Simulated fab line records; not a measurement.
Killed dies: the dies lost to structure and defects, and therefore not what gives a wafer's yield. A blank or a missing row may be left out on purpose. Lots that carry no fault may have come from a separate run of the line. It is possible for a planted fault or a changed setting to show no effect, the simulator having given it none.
Matching of chambers / flow n5 finfet / N5_BEOL_M8_ETCH_62 on rie diel-04 has 4 sister chambers
The step etches SOC in N2/H2, target depth 110 nm, overetch 22 nm, time 165 s. 14 wafers are shown with their chamber, then 7 later ones without.

EACH WAFER AND ITS CHAMBER
wafer=L314.4; chamber=0; showerhead plenum p Torr (Torr)=2.71; rf vpp V (V)=528.9; throttle valve pct (%)=17.72
wafer=L314.5; chamber=3; showerhead plenum p Torr (Torr)=2.59; rf vpp V (V)=526.0; throttle valve pct (%)=17.75
wafer=L314.6; chamber=2; showerhead plenum p Torr (Torr)=2.49; rf vpp V (V)=521.8; throttle valve pct (%)=17.90
wafer=L316.3; chamber=1; showerhead plenum p Torr (Torr)=2.47; rf vpp V (V)=522.1; throttle valve pct (%)=18.01
wafer=L316.4; chamber=2; showerhead plenum p Torr (Torr)=2.49; rf vpp V (V)=522.2; throttle valve pct (%)=17.89
wafer=L316.5; chamber=0; showerhead plenum p Torr (Torr)=2.71; rf vpp V (V)=528.9; throttle valve pct (%)=17.73
wafer=L321.1; chamber=3; showerhead plenum p Torr (Torr)=2.58; rf vpp V (V)=526.1; throttle valve pct (%)=17.79
wafer=L321.2; chamber=0; showerhead plenum p Torr (Torr)=2.70; rf vpp V (V)=528.6; throttle valve pct (%)=17.75
wafer=L321.6; chamber=3; showerhead plenum p Torr (Torr)=2.58; rf vpp V (V)=527.3; throttle valve pct (%)=17.79
wafer=L331.4; chamber=1; showerhead plenum p Torr (Torr)=2.45; rf vpp V (V)=520.8; throttle valve pct (%)=18.08
wafer=L331.5; chamber=3; showerhead plenum p Torr (Torr)=2.58; rf vpp V (V)=525.0; throttle valve pct (%)=17.82
wafer=L331.6; chamber=2; showerhead plenum p Torr (Torr)=2.48; rf vpp V (V)=521.8; throttle valve pct (%)=17.47
wafer=L327.1; chamber=3; showerhead plenum p Torr (Torr)=2.58; rf vpp V (V)=525.8; throttle valve pct (%)=17.81
wafer=L327.2; chamber=1; showerhead plenum p Torr (Torr)=2.45; rf vpp V (V)=521.7; throttle valve pct (%)=18.08

SIGNATURES (means of the wafers above)
reading=showerhead plenum p Torr; chamber 0=2.7067; chamber 1=2.4567; chamber 2=2.4867; chamber 3=2.5820; scatter within a chamber=0.00693
reading=rf vpp V; chamber 0=528.800; chamber 1=521.533; chamber 2=521.933; chamber 3=526.040; scatter within a chamber=0.615
reading=throttle valve pct; chamber 0=17.7333; chamber 1=18.0567; chamber 2=17.7533; chamber 3=17.7920; scatter within a chamber=0.113
Rule: for each reading, subtract the chamber's mean from the wafer's reading, divide by that reading's scatter and square the result; add these up over the readings and take the root, which gives the wafer's distance from the chamber. If the next closest chamber is less than 2 further off than the closest, the wafer can't be placed; otherwise it belongs to the closest. The scatter is the square root of a quotient: the sum, over the shown wafers, of each reading's squared deviation from its chamber's mean, divided by wafers minus chambers.

WAFERS MISSING THEIR CHAMBER
wafer=L327.3; showerhead plenum p Torr (Torr)=2.48; rf vpp V (V)=522.3; throttle valve pct (%)=17.47
wafer=L328.1; showerhead plenum p Torr (Torr)=2.45; rf vpp V (V)=522.0; throttle valve pct (%)=18.07
wafer=L328.2; showerhead plenum p Torr (Torr)=2.48; rf vpp V (V)=522.8; throttle valve pct (%)=17.50
wafer=L328.5; showerhead plenum p Torr (Torr)=2.48; rf vpp V (V)=522.4; throttle valve pct (%)=17.49
wafer=L318.1; showerhead plenum p Torr (Torr)=2.45; rf vpp V (V)=522.2; throttle valve pct (%)=18.10
wafer=L318.3; showerhead plenum p Torr (Torr)=2.47; rf vpp V (V)=521.7; throttle valve pct (%)=17.50
wafer=L318.6; showerhead plenum p Torr (Torr)=2.57; rf vpp V (V)=524.9; throttle valve pct (%)=17.84

WHICH CHAMBER EACH WENT THROUGH
wafer=L327.3; from the rows above=2; in truth=2
wafer=L328.1; from the rows above=1; in truth=1
wafer=L328.2; from the rows above=2; in truth=2
wafer=L328.5; from the rows above=2; in truth=2
wafer=L318.1; from the rows above=1; in truth=1
wafer=L318.3; from the rows above=can't be placed: 2 or 1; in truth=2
wafer=L318.6; from the rows above=3; in truth=3
Correct placement for 6 of the 7. Unplaceable from these rows: 1, with the true chamber sitting among the candidates in 1. Placed wrongly: 0.
